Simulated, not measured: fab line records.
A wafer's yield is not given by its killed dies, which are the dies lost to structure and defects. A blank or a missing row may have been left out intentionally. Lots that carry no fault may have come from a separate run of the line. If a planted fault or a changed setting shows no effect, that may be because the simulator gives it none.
Chamber matching	flow n5Finfet	rieDiel-02 running N5_BEOL_M4_ETCH_77: 4 sister chambers
The step etches underlayer in N2/H2, target depth 6.5 nm, time 5.2 s. 18 wafers are shown with their chamber, then 9 later ones without.

## WAFERS, EACH WITH ITS CHAMBER
wafer	chamber	drypumpMotorCurrentA (A)	showerheadPlenumPTorr (Torr)	oesProductAu (a.u.)
L075.3	3	5.2	2.64	0.63
L075.5	0	5.8	2.63	0.62
L075.6	1	5.8	2.50	0.79
L076.2	2	5.7	2.49	0.76
L076.4	0	5.9	2.63	0.62
L076.5	1	5.8	2.50	0.79
L084.1	2	5.7	2.48	0.74
L084.3	1	5.8	2.49	0.74
L084.4	3	5.2	2.63	0.61
L086.1	0	5.9	2.62	0.60
L086.2	3	5.2	2.63	0.61
L086.6	1	5.8	2.49	0.73
L087.3	1	5.8	2.48	0.73
L087.5	1	5.9	2.49	0.72
L087.6	2	5.7	2.48	0.72
L088.1	0	5.9	2.62	0.61
L088.3	1	5.8	2.48	0.73
L088.5	3	5.2	2.63	0.60

SIGNATURES, as means of the wafers listed above
reading	chamber 0	chamber 1	chamber 2	chamber 3	scatter within a chamber
drypumpMotorCurrentA	5.875	5.814	5.700	5.200	0.0339
showerheadPlenumPTorr	2.6250	2.4900	2.4833	2.6325	0.00677
oesProductAu	0.6125	0.7471	0.7400	0.6125	0.0222
Rule: a wafer lies at a distance from a chamber equal to the root of the sum of squares, over the readings, of (its reading less the chamber's mean, divided by the reading's scatter). If the next closest chamber is less than 2 further off than the closest, the wafer can't be placed; otherwise it belongs to the closest. The scatter is the square root of a quotient: the sum, over the shown wafers, of each reading's squared deviation from its chamber's mean, divided by wafers minus chambers.

## WAFERS WITHOUT THEIR CHAMBER
wafer	drypumpMotorCurrentA (A)	showerheadPlenumPTorr (Torr)	oesProductAu (a.u.)
L089.3	5.9	2.62	0.61
L089.5	5.9	2.62	0.60
L089.6	5.2	2.63	0.60
L091.1	5.7	2.47	0.71
L091.2	5.2	2.62	0.60
L091.4	5.9	2.48	0.72
L095.1	5.2	2.62	0.60
L095.2	5.9	2.62	0.59
L095.5	5.2	2.62	0.60

## EACH ONE'S CHAMBER
wafer	from the rows above	in truth
L089.3	0	0
L089.5	0	0
L089.6	3	3
L091.1	2	2
L091.2	3	3
L091.4	1	1
L095.1	3	3
L095.2	0	0
L095.5	3	3
Correct placement for 9 of the 9. Left unplaced by these rows: 0. 0 placed wrongly.
